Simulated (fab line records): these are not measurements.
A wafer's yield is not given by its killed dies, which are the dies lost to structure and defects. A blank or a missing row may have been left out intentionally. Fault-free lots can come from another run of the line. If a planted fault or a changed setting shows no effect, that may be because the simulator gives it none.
Problem report, 8D (eight disciplines) form, completed by code :: flow nand harc :: the parts of the form that need people (team, actions taken, sign-off) are left out

## 1. WHAT WENT WRONG
At NHARC_END_SORT_01, killed at array averages 576 over 2 wafers from 2 lots, while fault-free wafers read 25, standard deviation 9.2. That is +60 standard deviations from the usual mean.
The first sign was on wafer L138.2 at day 22 14:18, on prober-02. At this step, 9 wafers from 3 lots have a number in the record. Rule for "out" (also "out of limits"): further than 4 standard deviations from the usual mean. The other wafers with a number count as sound.

## 2. WHAT IT IS, WHAT IT ISN'T
question: which readings at this step
is: killed at array, killed dies
is not: killed at other, killed at periphery, killed open, killed short

question: which lots
is: L138, L146
is not: L133

question: which wafers of those lots
is: L138.2, L146.1
is not: L138.1, L138.4, L146.4, L146.5

question: read on which gauges
is: prober-01, prober-02
is not: -

question: when
is: from day 22 14:18
is not: up to then (4 sound wafers); but 3 sound wafers of L138, L146 came after

## 3. SUSPECTS, AND WHAT RULES EACH OUT
Counting: if a tool at a process step up to the reading ran every lot that is out, it stays a suspect. Sound lots after the first of them don't rule it out here, since some wafers of a struck lot are sound.
- ruled out: the gauge at NHARC_END_SORT_01. 2 gauges (prober-01, prober-02) read the wafers that are out.
- rie diel-04 at NHARC_A_CONTACT_ETCH_91 (etches the open film in CH3F/O2, target depth 40 nm, time 85.7 s): kept. It processed each lot that is out (first: L138, day 20 03:35); up to then, its last sound lot is L133 (day 19 01:33).
- rie diel-04 at NHARC_A_CONTACT_ETCH_97 (etches the open film in C4F6/O2, target depth 20 nm, time 10 s): kept. It processed each lot that is out (first: L138, day 20 03:46); up to then, its last sound lot is L133 (day 19 01:41). Its own readings are out on those wafers: oes product au.
- At NHARC_A_CONTACT_ETCH_97, inside rie diel-04: chamber 0 took the wafers that are out, while their sound lot-mates went through chambers 1, 2, 3.
After counting, rie diel-04 at NHARC_A_CONTACT_ETCH_91 and rie diel-04 at NHARC_A_CONTACT_ETCH_97 remain.

## 4. THE CAUSE (what the simulator had put in)
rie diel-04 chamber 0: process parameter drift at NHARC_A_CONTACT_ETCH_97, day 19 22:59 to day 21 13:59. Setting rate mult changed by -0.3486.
Counting left 2 suspects, and this tool is among them.

## 5. THE EFFECT CHAIN, in route order
Each row: a reading whose mean over the struck wafers that have a number lies more than 3 standard deviations from the usual. Readings are gone through only where the record gives a usual standard deviation; hours: the median, over the lots, of the time from a lot's start at the first step in this table giving one to that lot's start at this step; sigmas: the change measured in usual standard deviations.
hours: 0
step: NHARC_A_CONTACT_ETCH_97
reading: oes product au
usual: 0.964 a.u.
on struck wafers: 0.758
change: -0.206
sigmas: -8.2

hours: 59
step: NHARC_END_SORT_01
reading: killed at array
usual: 25
on struck wafers: 576
change: +552
sigmas: +60

hours: 59
step: NHARC_END_SORT_01
reading: killed dies
usual: 30
on struck wafers: 578
change: +548
sigmas: +56
It contains these process steps:
- NHARC_A_CONTACT_ETCH_97: etches the open film in C4F6/O2, target depth 20 nm, time 10 s.

## 6. HOW IT WOULD HAVE BEEN CAUGHT EARLIER
The first out-of-limits reading at a measuring or inspecting step in this record came at day 22 14:18, 63 hours after the fault's start at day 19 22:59.
The tool's own readings at NHARC_A_CONTACT_ETCH_97 were out on every struck wafer that the step has a row for (oes product au): an alarm limit on them would have fired on the first of those.
By day 22 14:18 the whole set of lots that are out, 2 in number, had already begun NHARC_A_CONTACT_ETCH_97 on rie diel-04. Holding the tool at that point would not have protected any of them.
